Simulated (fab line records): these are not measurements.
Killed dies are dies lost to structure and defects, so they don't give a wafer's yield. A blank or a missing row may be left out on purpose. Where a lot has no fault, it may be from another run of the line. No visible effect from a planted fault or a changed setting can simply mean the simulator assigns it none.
A struck lot beside a sound one -- flow n5_finfet -- 34 steps out of a route of 1938
Sound: the wafers L362.1, L362.5, L362.6. Struck: wafer L352.1 (left out: L352.2, L352.3 of the same lot, which were not struck); the cause appears at the end.
For every step that has rows: the tool of each side, followed by ch and its chambers, followed by its first start. Under that, the readings that differ: sound wafers -- struck wafers -- difference of the means -- sigmas: that difference in standard deviations of wafers without a fault.
alike: a reading whose means differ by less than 2 such deviations, as well as words and numbers matching on both sides. not compared: withheld readings; readings where some wafer has no value; bounds like >300 that might hide an equal value; numbers whose values overlap and for which the record gives no deviation.
The two part at a step that has a row with sigmas, a row that says differs or no value, or rows on one side only. Non-overlapping numbers with no deviation appear without sigmas and do not part them. Lack of a reading on every wafer of one side parts them only where that side has two or more wafers.

first, 9 steps without rows for these wafers: N5_BEOL_M15_PRE_CLEAN_52 (time 15 s); N5_BEOL_M15_DEP_53 (deposits SiCN from 3MS/NH3, target thk 50 nm, time 17.8 s); N5_PASSIVATION_PECVD_00 (deposits SiO2 from SiH4/N2O, target thk 200 nm, time 11.2 s); N5_MIM_BOT_DEGAS_01 (time 60 s); N5_MIM_BOT_SPUTTER_00 (material TiN, target thk 35 nm, time 89.7 s); N5_MIM_TOP_ALD_00 (deposits Al2O3, purge time 3 s, co reactant pulse time 3 s); N5_MIM_TOP_ALD_01 (deposits HfO2, target thk 5.6 nm, pulse time 1 s, purge time 3 s); N5_MIM_TOP_ALD_02 (deposits Al2O3, purge time 3 s, co reactant pulse time 3 s); N5_MIM_TOP_DEGAS_04 (time 60 s).
N5_MIM_TOP_SPUTTER_03: material TiN, target thk 35 nm, time 89.7 s.
  sound: pvd_sputter-03 at day 16 08:55; struck: pvd_sputter-02 at day 13 16:46
  alike: throttle_valve_pct
then, 8 steps without rows for these wafers: N5_MIM_TOP_LITHO_HMDS_01 (time 60 s); N5_MIM_TOP_LITHO_COAT_02; N5_MIM_TOP_LITHO_EBR_04; N5_MIM_TOP_LITHO_SOFTBAKE_03 (time 90 s); N5_MIM_TOP_LITHO_EXPOSE_05 (exposes mask MIM TOP, target cd 2000 nm); N5_MIM_TOP_LITHO_PEB_06; N5_MIM_TOP_LITHO_DEVELOP_07 (develop time 60 s); N5_MIM_TOP_LITHO_HARDBAKE_09 (time 120 s).
N5_MIM_TOP_LITHO_INSPECT_12: inspects for defects (macro).
  sound: defect_inspect-02 at day 16 09:22; struck: defect_inspect-01 at day 13 17:13
reading,sound,struck,difference,sigmas
raw_defect_count,2 2 2,250,+248,+99 or more
then, 12 steps without rows for these wafers: N5_MIM_TOP_LITHO_DESCUM_10 (chemistry O2, time 7.9 s); N5_MIM_TOP_ETCH_ETCH_00 (etches TiN in Cl2/BCl3, target depth 38.5 nm); N5_MIM_TOP_ETCH_STRIP_01 (strips in O2); N5_MIM_TOP_ETCH_PECVD_03 (deposits SiNx from SiH4/NH3/N2, target thk 20 nm, time 17.6 s); N5_MIM_BOT_LITHO_HMDS_01 (time 60 s); N5_MIM_BOT_LITHO_COAT_02; N5_MIM_BOT_LITHO_EBR_04; N5_MIM_BOT_LITHO_SOFTBAKE_03 (time 90 s); N5_MIM_BOT_LITHO_EXPOSE_05 (exposes mask MIM BOT); N5_MIM_BOT_LITHO_PEB_06; N5_MIM_BOT_LITHO_DEVELOP_07 (develop time 60 s); N5_MIM_BOT_LITHO_HARDBAKE_09 (time 120 s).
N5_MIM_BOT_LITHO_INSPECT_12: inspects for defects (macro).
  sound: defect_inspect-02 at day 16 10:06; struck: defect_inspect-01 at day 13 17:57
reading,sound,struck,difference,sigmas
raw_defect_count,2 1 3,257,+255,+99 or more
then, 1 step without rows for these wafers: N5_MIM_BOT_LITHO_DESCUM_10 (chemistry O2, time 7.9 s).
N5_PASSIVATION_PROBE_49:
  the record has rows for the struck wafers here (prober-02, day 14 02:22) and none for the sound ones

## WHERE THEY PART
Earliest at N5_MIM_TOP_LITHO_INSPECT_12; latest, in this record, at N5_PASSIVATION_PROBE_49.

WHY: what the simulator had put in
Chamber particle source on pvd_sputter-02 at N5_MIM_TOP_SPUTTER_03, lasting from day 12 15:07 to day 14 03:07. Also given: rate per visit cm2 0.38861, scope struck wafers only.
